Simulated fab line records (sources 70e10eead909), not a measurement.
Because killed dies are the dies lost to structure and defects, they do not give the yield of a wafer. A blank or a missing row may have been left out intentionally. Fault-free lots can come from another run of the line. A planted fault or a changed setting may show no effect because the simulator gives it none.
Comparing a struck lot with a sound one / flow nandHarc / 15 steps out of a route of 1159
Sound: wafers L581.1, L581.2, L581.6. Struck: wafers L595.1, L595.3, L595.6. At the end, the cause is stated.
At each step with rows: each side's tool, then ch and its chambers, then its first start. Under that, the readings that differ: sound wafers / struck wafers / difference of the means / sigmas: that difference in standard deviations of wafers without a fault.
alike: readings whose means differ by less than 2 such deviations, and words and numbers that are the same on both sides. not compared: withheld readings, readings that some wafer has no value for, bounds like >300 that may hide the same value, and numbers for which the record gives no deviation and whose values overlap.
A row with sigmas, a row that says differs or no value, or rows on one side alone: a step with any of these is where the two part. Numbers that don't overlap but have no deviation are shown without sigmas and don't part them. A reading missing from all wafers of one side parts the sides only when that side holds two or more wafers.

first, 1 step without rows for these wafers: NHARC_P_CONTACT_ETCH_35 (etches the open film in CF4, target depth 39 nm, time 65 s).
NHARC_P_CONTACT_ETCH_36: etches the open film in N2/H2, target depth 260 nm, time 406.25 s.
  sound on rieDiel-11 ch 0,1; struck on rieDiel-08 ch 1,2,3
reading=oesProductAu (a.u.); sound=1.025 1.011 1.012; struck=0.981 0.997 1.003; difference=-0.022; sigmas=-2
  alike: biasW, drypumpMotorCurrentA, mfcArSccm, rfVppV, showerheadPlenumPTorr, throttleValvePct
  not compared: rfHoursCounterH
NHARC_P_CONTACT_ETCH_18: etches the open film in C4F8/O2/Ar, target depth 481 nm, time 240.5 s.
  sound on rieDiel-11 ch 0,3; struck on rieDiel-08 ch 0,1,3
  alike: biasW, oesProductAu, rfVppV
  not compared: rfHoursCounterH
then, 2 steps without rows for these wafers: NHARC_P_CONTACT_STRIP_37 (strips in C4F8/O2/Ar); NHARC_P_CONTACT_ETCH_31 (etches the open film in CH3F/O2, target depth 30 nm, time 85.7 s).
NHARC_P_CONTACT_CD_MEAS_19:
  struck on cdSem-03, day 10 12:17; sound on cdSem-02, day 6 18:14
  alike: cdNm
NHARC_P_CONTACT_STRIP_28: strips in O2.
  sound on rieDiel-11 ch 1,2,3, day 6 18:19; struck on rieDiel-11 ch 0,1,3, day 10 12:23
  alike: drypumpMotorCurrentA, mfcArSccm, oesProductAu, rfVppV, showerheadPlenumPTorr, throttleValvePct
  not compared: rfHoursCounterH
then, 1 step without rows for these wafers: NHARC_P_CONTACT_STRIP_29 (strips in post etch residue remover, time 1200 s).
NHARC_P_CONTACT_DEGAS_38: time 60 s.
  struck on pvdSputter-01, day 10 12:59; sound on pvdSputter-03, day 6 18:59
  alike: heaterPowerW
then, 2 steps without rows for these wafers: NHARC_P_CONTACT_PRE_CLEAN_39 (time 19.5 s); NHARC_P_CONTACT_PVD_32 (deposits Ti, target thk 5 nm, time 17.7 s).
NHARC_P_CONTACT_ALD_22: deposits TiN, target thk 3 nm, pulse time 1 s, ald cycles 150.
  sound on aldMetal-01 ch 0,1,3, day 6 19:14; struck on aldMetal-02 ch 2,3, day 10 13:26
  alike: heaterPowerW, precursorPulseHeightRel
NHARC_P_CONTACT_CVD_23: deposits W, target thk 200 nm, time 557 s.
  sound on cvdW-02 ch 0,1, day 7 02:38; struck on cvdW-02 ch 0,1, day 10 18:57
  alike: heaterPowerW, mfcArSccm, throttleValvePct
NHARC_P_CONTACT_CMP_24: polishes, t overpolish 30 s, target thk 200 nm.
  sound on cmp-04 ch 2,3, day 7 03:17; struck on cmp-03 ch 0,1,3, day 10 19:41
reading=timeToEndpointS (s); sound=38.5 35.7 37.9; struck=79.6 77.4 79.6; difference=+41.5; sigmas=+22
  alike: motorCurrentA, overpolishRunS
-- the record jumps here: 14 days lie between the struck wafers' starts before and after (it left off in module P_CONTACT and takes up again in module END, whose first step shown is number 1159 of the route) --
NHARC_END_SORT_01:
  sound on prober-01 ch 0, day 20 16:17; struck on prober-01 ch 0, day 24 15:10
  alike: killedAtArray, killedAtOther, killedAtPeriphery, killedDies, killedOpen, killedShort

## WHERE THEY PART
First at NHARC_P_CONTACT_ETCH_36; last, within this record, at NHARC_P_CONTACT_CMP_24. Later steps at which nothing parts them and some readings are alike: NHARC_END_SORT_01.

WHY: the cause the simulator had injected
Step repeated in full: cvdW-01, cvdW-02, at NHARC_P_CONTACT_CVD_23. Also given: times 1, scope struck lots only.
